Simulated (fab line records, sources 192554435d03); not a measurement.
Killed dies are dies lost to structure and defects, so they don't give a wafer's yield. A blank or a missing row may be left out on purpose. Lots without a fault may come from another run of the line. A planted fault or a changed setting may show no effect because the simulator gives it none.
One fault seen from 3 desks | flow n5_finfet | each desk has only its own numbers; what lay behind them comes last

THE DEFECT DESK
What the inspections along the route counted, lot by lot: means of the sampled wafers that have a number. A lot is out of limits, marked OUT, if its mean lies more than 4 standard deviations from the usual mean; the brackets give that distance.
Columns: A = raw_defect_count at N5_BEOL_M6_INSPECT_30, usual 394
lot  | first seen here | A
L330 | day 9 06:39     | 383
L331 | day 9 20:11     | 400
L332 | day 10 00:44    | 439
L335 | day 10 20:10    | 284
L344 | day 13 06:25    | 407
L349 | day 14 16:19    | 309
This desk's finding: nothing out of limits on any of the 6 lots.

THE TOOL OWNER'S DESK: euv_scanner-02
The tool's own readings at N5_BEOL_M6_EXPOSE_25 (exposes mask V5, target cd 40 nm): means of the sampled wafers that have a number, for each lot that ran on this tool. A lot is out of limits, marked OUT, if its mean lies more than 4 standard deviations from the usual mean; the brackets give that distance.
Columns: A = exposure_dose_mJ_cm2 at N5_BEOL_M6_EXPOSE_25, usual 45.00
lot  | first seen here | A
L330 | day 9 06:26     | 44.98
L331 | day 9 19:59     | 44.95
L335 | day 10 19:56    | 45.03
L344 | day 13 06:11    | 45.00
This desk's finding: nothing out of limits on any of the 4 lots.

THE METROLOGY DESK
What the gauges read, lot by lot, whatever tool the lot ran on: means of the sampled wafers that have a number. A lot is out of limits, marked OUT, if its mean lies more than 4 standard deviations from the usual mean; the brackets give that distance.
Columns: A = cd_nm at N5_BEOL_M6_CD_MEAS_18, usual 40.3 nm; B = cd_nm at N5_BEOL_M6_CD_MEAS_28, usual 39.94 nm; C = V5_OVL at N5_BEOL_M6_OVL_MEAS_29, usual 0.0 nm
lot  | first seen here | A    | B     | C
L330 | day 9 05:13     | 41.0 | 39.72 | 0.3
L331 | day 9 18:10     | 40.7 | 40.23 | -0.6
L332 | day 10 00:13    | 40.3 | 39.90 | 0.5
L335 | day 10 19:44    | 39.8 | 40.30 | 0.2
L344 | day 13 05:28    | 40.9 | 39.79 | -0.7
L349 | day 14 15:28    | 39.9 | 39.60 | -0.4
This desk's finding: nothing out of limits on any of the 6 lots.

PUT TOGETHER
The defect desk saw nothing out of limits.
The tool owner's desk saw nothing out of limits.
The metrology desk saw nothing out of limits.

WHAT THE SIMULATOR HAD PUT IN
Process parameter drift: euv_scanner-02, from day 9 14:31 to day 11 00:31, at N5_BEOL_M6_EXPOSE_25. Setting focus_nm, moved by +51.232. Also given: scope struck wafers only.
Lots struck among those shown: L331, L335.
